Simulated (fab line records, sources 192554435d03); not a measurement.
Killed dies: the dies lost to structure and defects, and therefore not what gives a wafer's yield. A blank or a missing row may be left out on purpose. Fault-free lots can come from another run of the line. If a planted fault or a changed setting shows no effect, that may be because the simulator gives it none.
A struck lot beside a sound one | flow n5_finfet | 15 steps out of a route of 1938
Sound: wafers L294.1, L294.3, L294.5. Struck: wafer L302.2 (left out: L302.1, a lot-mate that was not struck); the cause follows at the end.
Order at every step that has rows: each side's tool, ch and its chambers, its first start. Under that, the readings that differ: sound wafers | struck wafers | difference of the means | sigmas: that difference in standard deviations of wafers without a fault.
alike: a reading whose means differ by less than 2 such deviations, as well as words and numbers matching on both sides. not compared: withheld readings; readings where some wafer has no value; bounds like >300 that might hide an equal value; numbers whose values overlap and for which the record gives no deviation.
A row with sigmas, a row that says differs or no value, or rows on one side alone: a step with any of these is where the two part. When numbers do not overlap yet have no deviation, they are printed without sigmas and do not part them. A reading missing from all wafers of one side parts the sides only when that side holds two or more wafers.

first, 9 steps without rows for these wafers: N5_BEOL_M0_SAQP_COAT_69 (time 60 s, resist thk 90 nm); N5_BEOL_M0_SAQP_COAT_72 (time 60 s, resist thk 15 nm); N5_BEOL_M0_SAQP_COAT_87 (time 60 s, resist thk 5 nm); N5_BEOL_M0_SAQP_COAT_34 (resist thk 30 nm); N5_BEOL_M0_SAQP_EBR_36; N5_BEOL_M0_SAQP_SOFTBAKE_35 (time 60 s); N5_BEOL_M0_SAQP_EXPOSE_37 (exposes mask M0 CUT1, target cd 30 nm); N5_BEOL_M0_SAQP_PEB_38 (peb time 60 s); N5_BEOL_M0_SAQP_DEVELOP_39 (develop time 30 s).
N5_BEOL_M0_SAQP_CD_MEAS_40: the cd target is 30 nm.
  sound on cd_sem-02 ch 0, day 7 03:11; struck on cd_sem-02 ch 0, day 8 21:10
  reading    | sound             | struck | difference | sigmas
  cd_nm (nm) | 29.96 30.54 30.02 | 29.38  | -0.79      | -3
N5_BEOL_M0_SAQP_OVL_MEAS_41:
  sound on overlay-02 ch 0, day 7 03:13; struck on overlay-01 ch 0, day 8 21:12
  alike: M0_CUT1_OVL
N5_BEOL_M0_SAQP_INSPECT_42: inspects for defects (brightfield).
  struck on defect_inspect-02, day 8 21:16; sound on defect_inspect-01, day 7 03:16
  alike: raw_defect_count
N5_BEOL_M0_SAQP_DESCUM_45: chemistry O2, time 7 s.
  sound on rie_diel-04 ch 0,1,3, day 7 03:19; struck on rie_diel-04 ch 3, day 8 21:17
  reading                                           | sound    | struck | difference | sigmas
  model.CAR-EUV_of_BEOL_M0_SAQP_COAT_34.thk_nm (nm) | 26 26 26 | 25.4   | -0.6       |
  alike: drypump_motor_current_A, o2_flow_sccm, oes_product_au, rf_fwd_power_W, rf_vpp_V, showerhead_plenum_p_Torr, throttle_valve_pct
  not compared: rf_hours_counter_h
N5_BEOL_M0_SAQP_ETCH_88: etches underlayer in N2/H2, target depth 6.5 nm, time 5.2 s.
  sound on rie_diel-04 ch 0,1,3, day 7 03:21; struck on rie_diel-04 ch 3, day 8 21:20
  alike: drypump_motor_current_A, etch_rf_on_time_s, h2_flow_sccm, n2_flow_sccm, oes_product_au, rf_fwd_power_W, rf_vpp_V, showerhead_plenum_p_Torr, throttle_valve_pct
  not compared: rf_hours_counter_h
-- record jumps: 3 days separate the struck wafers' starts on either side; left off in module BEOL_M0_SAQP, taken up again in module BEOL_M4, whose first shown step is the route's number 1111 --
N5_BEOL_M4_RC_MEAS_101:
  sound on prober-02 ch 0, day 10 15:21; struck on prober-01 ch 0, day 11 11:56
  reading       | sound          | struck | difference | sigmas
  SS_N (mV/dec) | 71.4 72.2 71.2 | 70.6   | -1.0       | -2
  alike: DIBL_N, DIBL_P, IOFF_N, IOFF_P, ION_N, ION_P, SS_P, VT_N, VT_P

== WHERE THEY PART ==
Earliest at N5_BEOL_M0_SAQP_CD_MEAS_40; latest, in this record, at N5_BEOL_M4_RC_MEAS_101.

WHY: whatever the simulator had introduced
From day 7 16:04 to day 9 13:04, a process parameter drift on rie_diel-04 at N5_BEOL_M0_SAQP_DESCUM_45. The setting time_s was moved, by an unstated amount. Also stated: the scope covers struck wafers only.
